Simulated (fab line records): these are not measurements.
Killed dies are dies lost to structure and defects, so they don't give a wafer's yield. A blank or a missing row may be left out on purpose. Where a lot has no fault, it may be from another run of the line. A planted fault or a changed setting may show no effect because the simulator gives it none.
Split-lot study ; flow n5Finfet ; 39 wafers read from 7 lots, route of 1938 steps

## SPLIT DETAILS
At N5_BEOL_M3_ILD_DEP_00 (deposits SiOC from DEMS/O2, target thk 79 nm, time 15.3 s), the setting targetThkA was moved away from the recipe's 790 angstrom on 15 of the 39 wafers read, by -40.2% to +33.5%. This setting was run at the recipe's value on the other wafers.

No step appears in the file between the split and the reading.

## THE READING
M3_ILD_THK at N5_BEOL_M3_THK_MEAS_01, in nm. On this fab line, fault-free wafers typically give 79.3 nm with a standard deviation of 0.96 nm.

wafer;tool, chamber at the split;targetThkA as run, angstrom;against the recipe;M3_ILD_THK, nm;against lot-mates on the recipe
L078.1;pecvd-01, 2;790;recipe;79.0;-
L078.2;pecvd-01, 0;790;recipe;79.8;-
L078.3;pecvd-01, 1;952.1;+20.5%;96.1;+16.4
L078.4;pecvd-01, 1;952.1;+20.5%;97.1;+17.4
L078.5;pecvd-01, 0;790;recipe;80.2;-
L078.6;pecvd-01, 2;952.1;+20.5%;96.8;+17.1
L083.1;pecvd-01, 1;472.4;-40.2%;47.1;-32.7
L083.2;pecvd-01, 2;472.4;-40.2%;46.7;-33.1
L083.3;pecvd-01, 0;472.4;-40.2%;46.8;-33.0
L083.4;pecvd-01, 2,0;790;recipe;79.8;-
L083.5;pecvd-01, 1;790;recipe;80.0;-
L083.6;pecvd-01, 2,0;790;recipe;79.7;-
L085.1;pecvd-01, 0;590.5;-25.3%;58.2;-20.9
L085.2;pecvd-01, 1;590.5;-25.3%;58.7;-20.4
L085.3;pecvd-01, 1;590.5;-25.3%;59.2;-19.9
L085.4;pecvd-01, 0;790;recipe;79.9;-
L085.5;pecvd-01, 1;790;recipe;79.3;-
L085.6;pecvd-01, 0;790;recipe;78.0;-
L087.1;pecvd-01, 1;1055;+33.5%;105.0;+24.4
L087.2;pecvd-01, 0;1055;+33.5%;105.6;+25.0
L087.3;pecvd-01, 0,1;790;recipe;80.3;-
L087.4;pecvd-01, 1;790;recipe;81.2;-
L087.5;pecvd-01, 0;1055;+33.5%;107.2;+26.6
L087.6;pecvd-01, 0,1;790;recipe;80.3;-
L091.2;pecvd-04, 2;790;recipe;79.1;-
L091.3;pecvd-04, 0;790;recipe;79.3;-
L091.5;pecvd-04, 0;790;recipe;79.9;-
L097.1;pecvd-04, 1;790;recipe;78.6;-
L097.2;pecvd-04, 0;790;recipe;78.0;-
L097.3;pecvd-04, 2,1;659.1;-16.6%;66.6;-12.5
L097.4;pecvd-04, 2;790;recipe;80.8;-
L097.5;pecvd-04, 2,1;659.1;-16.6%;66.6;-12.5
L097.6;pecvd-04, 0;659.1;-16.6%;66.4;-12.7
L096.1;pecvd-04, 1;790;recipe;78.6;-
L096.2;pecvd-04, 0;790;recipe;79.2;-
L096.3;pecvd-04, 2;790;recipe;79.9;-
L096.4;pecvd-04, 0,2;790;recipe;80.4;-
L096.5;pecvd-04, 0,2;790;recipe;80.5;-
L096.6;pecvd-04, 1;790;recipe;80.3;-
Rows listing several chambers each stand for several wafers; the file does not say which wafer went through which chamber.

FIT RESULTS
A straight line over all 39 wafers: M3_ILD_THK changes by +0.808 nm for each +1% of targetThkA; r = +1.00; the points scatter about the line by 0.79 nm.
The same after taking each lot's own level away (the mean of its wafers on the recipe; 39 wafers): +0.796 nm for each +1%; r = +1.00; scatter 0.82 nm.
Per that fit: largest targetThkA move, reading shift of 32 nm.
The lots' own levels span 79.07 to 80.60 nm, that is 1.6 times the standard deviation above.
The two slopes are in agreement: the lot-to-lot level therefore moves the slope only a little.
Check: -32 nm against its lot-mates is what the line predicts for one of the wafers moved furthest among these (-40.2%) when that wafer is left out of the fit. Against them it came out at -32.7 nm.

## OTHER SPLITS APPLIED TO THESE WAFERS
These wafers also went through other splits before the reading. Each is held against what the fit with the lots' levels taken away leaves over:
other split on the same wafers;wafers away from the commonest value;r with M3_ILD_THK (lot level and that fit taken away)
N5_FIN_CUT_CUT_ETCH_26 timeS;12;+0.25
N5_STI_FIN_REVEAL_ETCHBACK_08 timeS;12;-0.07
N5_HKMG_FIN_HK_ALD_01 aldCycles;15;-0.16
N5_MOL_CONTACT_COAG_ALD_27 timeS;18;+0.03
N5_BEOL_M0_SAQP_SPACER1_ALD_98 aldCycles;12;-0.05

## THE WHOLE CHAIN: every reading that the file lists as answering this split, in the file's order
step;what it does;reading;change (the file's fit);r (the file's)
N5_BEOL_M3_ILD_DEP_00;deposits SiOC from DEMS/O2, target thk 79 nm, time 15.3 s;SiOC_of_BEOL_M3_ILD_DEP_00.thkNm (the simulator's own value, which no gauge read);+0.799 nm for each +1% of the setting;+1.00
N5_BEOL_M3_THK_MEAS_01;;M3_ILD_THK;+0.797 for each +1% of the setting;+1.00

## THE FILE'S OWN FIT
M3_ILD_THK changes by +0.797 nm for each +1% of targetThkA, r = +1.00.
